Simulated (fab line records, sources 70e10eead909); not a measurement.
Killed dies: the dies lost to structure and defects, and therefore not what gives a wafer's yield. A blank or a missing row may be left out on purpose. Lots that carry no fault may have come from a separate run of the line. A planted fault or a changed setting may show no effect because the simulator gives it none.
Which tool did it?    flow nandHarc    7 lots (21 wafers sampled), 1 step of a 1302-step route

== WHAT EACH GAUGE READ, for each wafer ==
NHARC_P_BONDPAD_CD_MEAS_09: the cd target is 500 nm.
lot   measured      on        cdNm (nm)
L421  day 7 11:57   cdSem-02  500.3 501.2 499.1
L423  day 8 04:50   cdSem-02  505.8 499.7 503.6
L425  day 8 21:55   cdSem-02  503.9 497.5 496.5
L430  day 11 07:13  cdSem-01  501.2 501.2 503.4
L433  day 12 17:54  cdSem-01  502.2 503.5 500.2
L440  day 15 02:54  cdSem-03  503.9 504.0 503.8
L442  day 16 01:41  cdSem-03  497.0 499.3 499.5

== WHAT TOOL EACH LOT RAN ON (gives the tool, then ch and the chambers of the sampled wafers, and finally the start) ==
No process step before these readings appears in the record.

== THE ANSWER, worked out from the rows above alone ==
Rule: usual is defined by the lots themselves. The widest of any qualifying gaps counts: lots, ordered by their means at a reading, are off when they make up no more than a third of the lots, leave a main group of 4 or more, and stand apart from it by 3 or more times the standard deviation of that group's means. If all means in a main group match to the digits the tables above print for the reading, that group is not used. Also off: a lot with no number at a reading for which 4 or more lots have one. The other lots that the step has rows for count as sound.
None of the lots is off at any reading shown; this tells nothing.

== WHAT WAS PUT IN BY THE SIMULATOR ==
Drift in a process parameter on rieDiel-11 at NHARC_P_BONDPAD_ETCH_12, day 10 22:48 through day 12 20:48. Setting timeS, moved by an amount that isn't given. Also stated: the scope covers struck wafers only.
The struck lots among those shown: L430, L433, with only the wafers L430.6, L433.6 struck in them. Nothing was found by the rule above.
